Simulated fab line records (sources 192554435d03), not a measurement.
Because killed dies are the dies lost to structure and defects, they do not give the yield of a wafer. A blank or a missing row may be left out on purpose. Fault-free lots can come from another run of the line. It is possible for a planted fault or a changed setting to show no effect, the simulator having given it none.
Split-lot study -- flow n5-finfet -- route with 1938 steps; 7 lots, 21 wafers read

SPLIT DETAILS
At N5_BEOL_M14_DEP_53 (deposits SiCN from 3MS/NH3, target thk 50 nm, time 17.8 s), the setting time-s was moved away from the recipe's 17.8 s on 9 of the 21 wafers read, by -7.9% to +13.1%. For the rest of the wafers, this setting stayed at what the recipe calls for.

Reading taken at the split's own step.

THE READING
SiCN_of_BEOL_M14_DEP_53.thk-nm (the simulator's own value, which no gauge read), in nm, at N5_BEOL_M14_DEP_53 (deposits SiCN from 3MS/NH3, target thk 50 nm, time 17.8 s). The file does not state a usual value for it. The 12 wafers here that ran the recipe average 50.2 nm, standard deviation 0.31 nm.

wafer,"tool, chamber at the split","time-s as run, s",against the recipe,"SiCN_of_BEOL_M14_DEP_53.thk-nm, nm",against lot-mates on the recipe
L078.2,"pecvd-03, 1,2",16.4,-7.9%,45.4,-4.4
L078.4,"pecvd-03, 1,2",16.4,-7.9%,45.4,-4.4
L078.5,"pecvd-03, 1",17.8,recipe,49.8,-
L087.2,"pecvd-04, 2,1",17.8,recipe,50.2,-
L087.6,"pecvd-04, 2,1",17.8,recipe,50.2,-
L087.5,"pecvd-04, 0",19.68,+10.6%,56.2,+6.0
L088.1,"pecvd-04, 1",19.07,+7.1%,52.6,+2.2
L088.2,"pecvd-04, 0",19.07,+7.1%,53.2,+2.8
L088.6,"pecvd-04, 0",17.8,recipe,50.4,-
L090.2,"pecvd-04, 0",17.8,recipe,50,-
L090.3,"pecvd-04, 2",17.8,recipe,49.6,-
L090.5,"pecvd-04, 2",17.8,recipe,50.8,-
L095.2,"pecvd-03, 2",19.88,+11.7%,55.2,+4.8
L095.3,"pecvd-03, 1",19.88,+11.7%,55.6,+5.2
L095.5,"pecvd-03, 2",17.8,recipe,50.4,-
L096.1,"pecvd-02, 2,1",17.8,recipe,50.2,-
L096.6,"pecvd-02, 2,1",17.8,recipe,50.2,-
L096.2,"pecvd-02, 1",20.14,+13.1%,56.2,+6.0
L097.3,"pecvd-02, 0",17.8,recipe,50.2,-
L097.4,"pecvd-02, 1",19.88,+11.7%,56.4,+6.0
L097.5,"pecvd-02, 2",17.8,recipe,50.6,-
Where a row lists several chambers, the file gives one row for several wafers and doesn't say which wafer went through which chamber.

THE FIT
A straight line over all 21 wafers: SiCN_of_BEOL_M14_DEP_53.thk-nm changes by +0.502 nm for each +1% of time-s; r = +0.99; the points scatter about the line by 0.54 nm.
The same after taking each lot's own level away (the mean of its wafers on the recipe; 21 wafers): +0.482 nm for each +1%; r = +0.99; scatter 0.51 nm.
Per that fit: largest time-s move, reading shift of 6.3 nm.
Across the lots, their own levels run from 49.80 to 50.40 nm, a range of 1.9 times the standard deviation given above.
Consequently the slope shifts little with the lot-to-lot level, the two slopes agreeing.
Check: with one of the wafers moved furthest among these (+13.1%) left out of the fit, the line predicts +6.22 nm for it against its lot-mates. Against them it came out at +6 nm.

THESE WAFERS: OTHER SPLITS
Other splits were also applied to these wafers ahead of the reading. Each is held against what the fit with the lots' levels taken away leaves over:
other split on the same wafers,wafers away from the commonest value,r with SiCN_of_BEOL_M14_DEP_53.thk-nm (lot level and that fit taken away)
N5_BEOL_M11_DESCUM_16 time-s,9,+0.17
N5_BEOL_M11_ETCH_62 time-s,6,+0.09
N5_BEOL_M11_COAT_22 spin-rpm,4,-0.05
N5_BEOL_M11_ETCH_66 time-s,8,-0.39
N5_BEOL_M12_COAT_22 spin-rpm,6,+0.30
N5_BEOL_M13_COAT_65 spin-rpm,6,+0.21

THE FILE'S OWN FIT
SiCN_of_BEOL_M14_DEP_53.thk-nm changes by +0.482 nm for each +1% of time-s, r = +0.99.
